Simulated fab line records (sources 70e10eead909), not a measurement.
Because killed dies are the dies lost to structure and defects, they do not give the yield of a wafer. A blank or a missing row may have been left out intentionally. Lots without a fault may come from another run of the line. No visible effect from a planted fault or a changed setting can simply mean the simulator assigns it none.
fab line records ; flow nand_harc ; part 2 of 2: steps 20 to 28 of 28
record lots=5; wafers=15; last_day=23
route steps=1159 shown A_CHANNEL_HOLE_D1@483 A_CHANNEL_FILL_D1@490
lots that met no fault: taken from a fault-free run of the same line
start_h: hours from the record's opening day to when the first of the lot's shown wafers began ; wait_h: time in hours since the lot's previous step ; " the same as in the row above ; L1.1+2: a row that stands for several wafers ; - either no value or no given start ; * or withheld: withheld ; < > ~ a bound
route shown NAME@n: a module of which the file shows steps, and the number in the route of the first ; usual: the fault-free wafers' mean and standard deviation ; same: alike in all rows ; chamber/n: place in a boat ; sites: per-site readings ; _std_site: the standard deviation of these ; _edge_site: outer sites' mean less inner sites' ; radius_mm: how far each site lies from the wafer's centre ; mask NAME#n: copy n ; behind: the tool/chamber that last shaped the wafer ; hold: the reason the lot was held/the length of the hold in hours/how it ended ; device: whichever transistor did not switch (one of n, p or np) ; end of line: at the end of the route, the tests of the same wafers ; step lacking rows: just its recipe ; killed: count of dies lost to structure and defects at first sort (not the wafer's yield) ; map: per-die view of a wafer (x killed, . not killed, _ where there is no die)
set.NAME: the setting that was run; set.NAME@STEP: the one run at that earlier step ; model.NAME: the simulator's own value behind a step, which no gauge read
lots at some steps of the route; a table a step, a row a wafer
services: from which hour (start_h, from the record's first day; less than 0 if before it) a tool's chamber was out of use, for how many hours, and why
## steps
# step NHARC_A_CHANNEL_FILL_D1_PRECLEAN_21
# recipe time_s=30; chemistry=dHF
# same time_s=30
lot.wafer;tool;chamber;start_h;wait_h
L079.3+4+6;wet_bench-01;4,5,6;229.98;-
L083.4+1+6;wet_bench-07;3,5,0;255.70;-
L087.6+3+1;wet_bench-01;7,1,4;285.87;-
L090.2+4+5;wet_bench-07;1,3,4;295.98;-
L094.1+5+6;wet_bench-04;0,1,3;315.73;-
# step NHARC_A_CHANNEL_FILL_D1_SRD_23
lot.wafer;tool;chamber;start_h;wait_h
L079.3+4+6;wet_bench-01;4,5,6;230.00;0.0
L083.4+1+6;wet_bench-07;3,5,0;255.73;0.0
L087.6+3+1;wet_bench-01;7,1,4;285.92;0.0
L090.2+4+5;wet_bench-07;1,3,4;296.00;0.0
L094.1+5+6;wet_bench-04;0,1,3;315.75;0.0
# step NHARC_A_CHANNEL_FILL_D1_CVD_05
# recipe target_thk_a=50; temp_c=550; material=poly-Si
# usual spike_tc_lower_C=550.4/1.1; zone_power_upper_pct=7.8/0.53
lot.wafer;tool;chamber;start_h;wait_h;spike_tc_lower_C;zone_power_upper_pct
L079.3;lpcvd_poly-04;0;232.25;2.2;549.3;8.1
L079.4;lpcvd_poly-04;0;232.25;2.2;550.6;8.2
L079.6;lpcvd_poly-04;0;232.25;2.2;550.2;8.3
L083.1;lpcvd_poly-04;0;257.97;2.2;551.8;8.2
L083.4;lpcvd_poly-04;0;257.97;2.2;551.9;8.3
L083.6;lpcvd_poly-04;0;257.97;2.2;549.7;8.2
L087.1;lpcvd_poly-04;0;288.15;2.2;550.9;8.2
L087.3;lpcvd_poly-04;0;288.15;2.2;550.7;8.3
L087.6;lpcvd_poly-04;0;288.15;2.2;550.5;8.2
L090.2;lpcvd_poly-04;0;298.25;2.3;550.9;8.2
L090.4;lpcvd_poly-04;0;298.25;2.3;550.6;8.3
L090.5;lpcvd_poly-04;0;298.25;2.3;549.2;8.3
L094.1;lpcvd_poly-02;0;318.14;2.4;550.5;7.4
L094.5;lpcvd_poly-02;0;318.14;2.4;547.9;7.4
L094.6;lpcvd_poly-02;0;318.14;2.4;550.4;7.4
# step NHARC_A_CHANNEL_FILL_D1_ANNEAL_22
# recipe temp_c=620; time_s=7200
# usual spike_tc_lower_C=621.2/1.4; zone_power_upper_pct=8.59/0.19
# same time_s=7200
lot.wafer;tool;chamber;start_h;wait_h;spike_tc_lower_C;zone_power_upper_pct
L079.3;furnace-04;0;237.36;3.3;621.4;8.68
L079.4;furnace-04;0;237.36;3.3;620.6;8.77
L079.6;furnace-04;0;237.36;3.3;622.5;8.61
L083.1;furnace-04;0;263.08;3.3;621.7;8.68
L083.4;furnace-04;0;263.08;3.3;621.1;8.58
L083.6;furnace-04;0;263.08;3.3;622.0;8.58
L087.1;furnace-04;0;293.26;3.3;621.8;8.70
L087.3;furnace-04;0;293.26;3.3;622.3;8.87
L087.6;furnace-04;0;293.26;3.3;621.9;8.66
L090.2;furnace-04;0;303.34;3.3;622.4;8.64
L090.4;furnace-04;0;303.34;3.3;620.6;8.57
L090.5;furnace-04;0;303.34;3.3;621.7;8.64
L094.1;furnace-03;0;323.66;3.6;618.8;8.33
L094.5;furnace-03;0;323.66;3.6;619.9;8.27
L094.6;furnace-03;0;323.66;3.6;619.0;8.37
# step NHARC_A_CHANNEL_FILL_D1_ALD_25
# recipe target_thk_a=600; pulse_time_s=10; ald_cycles=600; temp_c=300; material=SiOx
# usual heater_power_w=452/31; precursor_pulse_height_rel=0.999/0.02; susceptor_temp_C=300.01/0.2
lot.wafer;tool;chamber;start_h;wait_h;heater_power_w;precursor_pulse_height_rel;susceptor_temp_C
L079.3;ald_hk-01;2;243.79;2.4;452;1.000;299.95
L079.4;ald_hk-01;1;245.64;4.3;413;1.005;299.75
L079.6;ald_hk-01;2;245.64;4.3;469;0.983;299.77
L083.1;ald_hk-01;3;267.84;0.7;402;1.030;300.09
L083.4;ald_hk-01;0;267.84;0.7;508;1.000;299.93
L083.6;ald_hk-01;2;269.72;2.6;454;0.984;300.15
L087.3;ald_hk-04;1;298.52;1.3;487;0.998;300.30
L087.1;ald_hk-04;2;299.76;2.5;422;1.001;300.08
L087.6;ald_hk-04;0;302.23;5.0;474;0.985;300.11
L090.4;ald_hk-04;3;309.82;2.5;410;0.966;300.06
L090.2;ald_hk-04;0;311.05;3.8;460;0.979;300.08
L090.5;ald_hk-04;2;313.52;6.2;430;0.973;299.92
L094.1;ald_hk-02;0;327.74;0.1;468;1.039;299.94
L094.6;ald_hk-02;0;330.25;2.6;454;1.005;300.24
L094.5;ald_hk-02;1;330.25;2.6;471;0.993;299.76
# step NHARC_A_CHANNEL_FILL_D1_ETCHBACK_08
# recipe target_depth_a=2200; time_s=110; c4f8_flow_sccm=20; ar_flow_sccm=withheld; rf_w=600; bias_w=300; chemistry=C4F8
# usual chamber_pressure_mTorr=25.000/0.022; oes_product_au=0.95/0.037; rf_vpp_V=439.5/2.3
# same time_s=110
lot.wafer;tool;chamber;start_h;wait_h;chamber_pressure_mTorr;oes_product_au;rf_hours_counter_h;rf_vpp_V
L079.3;rie_diel-09;3;-;-;24.985;0.92;6;438.9
L079.4;rie_diel-09;1;-;-;25.011;0.92;6;437.6
L079.6;rie_diel-09;3;-;-;24.980;0.91;-;437.9
L083.4;rie_diel-11;3;-;-;25.005;0.93;2;439.6
L083.1;rie_diel-11;0;-;-;25.020;0.94;2;442.4
L083.6;rie_diel-11;2;-;-;25.015;0.93;-;437.6
L087.3;rie_diel-11;3;-;-;24.985;0.92;3;438.5
L087.1;rie_diel-11;0;-;-;24.986;0.93;3;444.0
L087.6;rie_diel-11;2;-;-;24.986;0.92;-;437.9
L090.4;rie_diel-09;2;-;-;25.001;0.94;2;441.9
L090.2;rie_diel-09;1;-;-;25.005;0.91;2;436.7
L090.5;rie_diel-09;3;-;-;25.025;0.93;-;436.7
L094.1;rie_diel-11;2;-;-;25.024;0.92;3;438.2
L094.5;rie_diel-11;3;-;-;25.006;0.92;-;438.3
L094.6;rie_diel-11;0;-;-;24.976;0.92;-;444.5
# step NHARC_A_CHANNEL_FILL_D1_STRIP_29
# recipe time_s=20; o2_flow_sccm=500; ar_flow_sccm=0; bias_w=0; chemistry=O2
# usual chamber_pressure_mTorr=60.01/0.073; drypump_motor_current_A=5.8/0.49; o2_flow_sccm=500.1/1.5; oes_product_au=1.003/0.011; rf_vpp_V=57.7/0.87; showerhead_plenum_p_Torr=3.45/0.11; throttle_valve_pct=17.035/0.0093
# same time_s=20
lot.wafer;tool;chamber;start_h;wait_h;chamber_pressure_mTorr;drypump_motor_current_A;o2_flow_sccm;oes_product_au;rf_hours_counter_h;rf_vpp_V;showerhead_plenum_p_Torr;throttle_valve_pct
L079.3;rie_diel-09;2;-;-;60.04;5.6;501.9;0.994;5;58.4;3.57;17.033
L079.4;rie_diel-09;0;-;-;59.98;5.6;500.2;1.013;7;57.7;3.42;17.033
L079.6;rie_diel-09;1;-;-;60.08;5.3;500.3;0.980;-;57.0;3.34;17.023
L083.1;rie_diel-11;0;-;-;60.06;6.6;501.0;1.007;2;58.7;3.69;17.040
L083.4;rie_diel-11;1;-;-;59.95;6.0;499.7;1.008;2;56.4;3.46;17.032
L083.6;rie_diel-11;3;-;-;60.01;6.2;500.5;1.011;-;57.6;3.39;17.041
L087.1;rie_diel-11;2;-;-;60.05;5.9;497.0;0.999;3;57.6;3.39;17.024
L087.3;rie_diel-11;1;-;-;60.03;6.0;499.9;1.018;3;59.4;3.46;17.035
L087.6;rie_diel-11;3;-;-;60.06;6.3;498.4;1.004;-;56.3;3.39;17.043
L090.2;rie_diel-09;1;-;-;60.04;5.3;499.1;0.992;2;57.1;3.34;17.045
L090.4;rie_diel-09;2;-;-;59.90;5.6;501.8;1.014;2;58.1;3.57;17.034
L090.5;rie_diel-09;1;-;-;59.96;5.3;498.5;0.980;-;56.8;3.34;17.031
L094.1;rie_diel-11;0;-;-;60.12;6.6;498.3;1.012;3;59.0;3.69;17.042
L094.5;rie_diel-11;1;-;-;60.11;6.0;499.3;1.006;-;59.4;3.46;17.038
L094.6;rie_diel-11;2;-;-;59.97;5.9;500.1;1.002;-;56.8;3.38;17.025
# step NHARC_A_CHANNEL_FILL_D1_PRECLEAN_30
# recipe time_s=30; chemistry=dHF
# same time_s=30
lot.wafer;tool;chamber;start_h;wait_h
L079.3+6+4;wet_bench-04;2,3,6;249.65;-
L083.6+1+4;wet_bench-01;1,4,6;273.08;-
L087.3+6+1;wet_bench-07;6,7,1;306.82;-
L090.5+4+2;wet_bench-04;5,0,1;316.86;-
L094.6+1+5;wet_bench-04;0,2,3;333.61;-
# step NHARC_A_CHANNEL_FILL_D1_SRD_31
lot.wafer;tool;chamber;start_h;wait_h
L079.3+6+4;wet_bench-04;2,3,6;249.68;0.0
L083.6+1+4;wet_bench-01;1,4,6;273.10;0.0
L087.3+6+1;wet_bench-07;6,7,1;-;-
L090.5+4+2;wet_bench-04;5,0,1;316.88;0.0
L094.6+1+5;wet_bench-04;0,2,3;333.63;0.0
## services
tool;chamber;start_h;hours;kind
rie_si-06;-;183.00;9.0;pm
ald_hk-04;-;186.61;10.0;pm
rie_diel-11;-;189.50;9.0;pm
rie_si-06;3;193.94;4.9;repair
ald_hk-02;-;202.33;0.3;repair
ald_hk-02;-;208.36;0.7;repair
wet_bench-01;-;213.60;8.0;pm
rie_diel-09;1;216.04;13.2;repair
wet_bench-03;-;216.31;2.3;repair
rie_diel-11;0;236.41;9.4;repair
rie_diel-09;1;240.65;5.4;repair
wet_bench-04;-;245.51;4.0;repair
rie_diel-11;-;247.68;3.4;repair
rie_diel-09;-;254.10;9.0;pm
rie_diel-08;2;267.81;1.6;repair
wet_bench-07;-;272.00;8.0;pm
ald_hk-02;-;280.53;10.0;pm
rie_diel-08;-;288.33;0.1;repair
rie_diel-08;-;299.84;0.4;repair
rie_diel-08;-;301.80;9.0;pm
wet_bench-02;-;302.83;6.6;repair
lpcvd_poly-04;-;314.98;26.0;pm
furnace-04;-;316.69;26.0;pm
wet_bench-03;-;322.40;8.0;pm
